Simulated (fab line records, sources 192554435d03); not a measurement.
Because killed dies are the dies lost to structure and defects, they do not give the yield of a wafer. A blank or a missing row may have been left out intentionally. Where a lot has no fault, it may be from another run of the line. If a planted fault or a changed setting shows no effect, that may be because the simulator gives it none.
A lot that was struck, set against a sound lot | flow n5 finfet | 18 steps out of a route of 1938
Sound: wafers L585.2, L585.3, L585.4. The struck wafers were L588.2, L588.5, L588.6. The cause is given at the end.
At each step with rows: each side's tool, then ch and its chambers, then its first start. Under that, the readings that differ: sound wafers | struck wafers | difference of the means | sigmas: that difference in standard deviations of wafers without a fault.
alike: readings with means less than 2 such deviations apart, plus words and numbers identical on both sides. not compared: withheld readings, readings lacking a value on some wafer, bounds such as >300 that could conceal the same value, and numbers that have no deviation in the record and whose values overlap.
A row with sigmas, a row that says differs or no value, or rows on one side alone: a step with any of these is where the two part. Non-overlapping numbers with no deviation appear without sigmas and do not part them. Lack of a reading on every wafer of one side parts them only where that side has two or more wafers.

N5_BEOL_M0_SAQP_PECVD_03: deposits SiCN from 3MS/NH3, target thk 12 nm, time 21.1 s.
  sound on pecvd-02 ch 0,1, day 7 06:56; struck on pecvd-02 ch 0,1, day 8 04:19
  alike: showerhead plenum p Torr, throttle valve pct
N5_BEOL_M0_SAQP_PECVD_96: deposits a-Si from SiH4/He, target thk 45 nm, time 45.2 s.
  sound on pecvd-02 ch 0,1, day 7 06:58; struck on pecvd-02 ch 0,1, day 8 04:20
  alike: heater power w, showerhead plenum p Torr, throttle valve pct
N5_BEOL_M0_SAQP_PECVD_97: deposits SiNx from SiH4/NH3/N2, target thk 23 nm, time 19.9 s.
  sound on pecvd-02 ch 0,1, day 7 07:01; struck on pecvd-02 ch 0,1, day 8 04:23
  alike: heater power w, showerhead plenum p Torr, throttle valve pct
N5_BEOL_M0_SAQP_PECVD_04: deposits a-Si from SiH4/He, target thk 60 nm, time 60.2 s.
  sound on pecvd-02 ch 0,1, day 7 07:04; struck on pecvd-02 ch 0,1, day 8 04:26
  alike: heater power w, showerhead plenum p Torr, throttle valve pct
N5_BEOL_M0_SAQP_THK_MEAS_05:
  struck on film metro-01, day 8 04:31; sound on film metro-02, day 7 07:09
  alike: thk nm
N5_BEOL_M0_SAQP_HM_DEP_111: deposits SiO2 from SiH4/N2O, target thk 12 nm, time 7.2 s.
  sound on pecvd-02 ch 0,2, day 7 07:11; struck on pecvd-01 ch 0,1,2, day 8 04:34
  alike: heater power w, showerhead plenum p Torr
then, 6 steps without rows for these wafers: N5_BEOL_M0_SAQP_COAT_81 (time 60 s, resist thk 100 nm); N5_BEOL_M0_SAQP_COAT_82 (time 60 s, resist thk 30 nm); N5_BEOL_M0_SAQP_COAT_08 (resist thk 90 nm); N5_BEOL_M0_SAQP_EBR_10; N5_BEOL_M0_SAQP_SOFTBAKE_09 (time 60 s); N5_BEOL_M0_SAQP_EXPOSE_11 (exposes mask M0 CORE, target cd 42 nm).
N5_BEOL_M0_SAQP_PEB_12: peb time 60 s.
  sound on litho track-02 ch 0, day 7 07:26; struck on litho track-02 ch 0, day 8 04:49
  alike: chill plate temp C
then, 1 step without rows for these wafers: N5_BEOL_M0_SAQP_DEVELOP_13 (develop time 30 s).
N5_BEOL_M0_SAQP_CD_MEAS_14: the cd target is 42.5 nm.
  sound on cd sem-02 ch 0, day 7 07:31; struck on cd sem-03 ch 0, day 8 04:53
  reading    | sound          | struck         | difference | sigmas
  cd nm (nm) | 42.8 43.3 42.5 | 38.8 38.7 39.1 | -4.0       | -12
N5_BEOL_M0_SAQP_OVL_MEAS_15:
  sound on overlay-01 ch 0, day 7 07:32; struck on overlay-01 ch 0, day 8 04:55
  alike: M0_CORE_OVL
-- the record jumps here: 3 days lie between the struck wafers' starts before and after (it left off in module BEOL_M0_SAQP and takes up again in module BEOL_M4, whose first step shown is number 1111 of the route) --
N5_BEOL_M4_RC_MEAS_101:
  sound on prober-02 ch 0, day 10 04:34; struck on prober-02 ch 0, day 10 23:29
  alike: DIBL_N, DIBL_P, IOFF_N, IOFF_P, ION_N, ION_P, SS_N, SS_P, VT_N, VT_P
-- a jump in the record: the struck wafers' starts before and after are 4 days apart (it breaks off in module BEOL_M4 and resumes in module PASSIVATION, where the first step shown is number 1936 of the route) --
N5_PASSIVATION_PROBE_49:
  only the struck wafers here have rows in the record (prober-02, day 15 05:52); the sound ones have none

WHERE THEY PART
Last at N5_PASSIVATION_PROBE_49 as far as this record goes, first at N5_BEOL_M0_SAQP_CD_MEAS_14.

WHY: whatever the simulator had introduced
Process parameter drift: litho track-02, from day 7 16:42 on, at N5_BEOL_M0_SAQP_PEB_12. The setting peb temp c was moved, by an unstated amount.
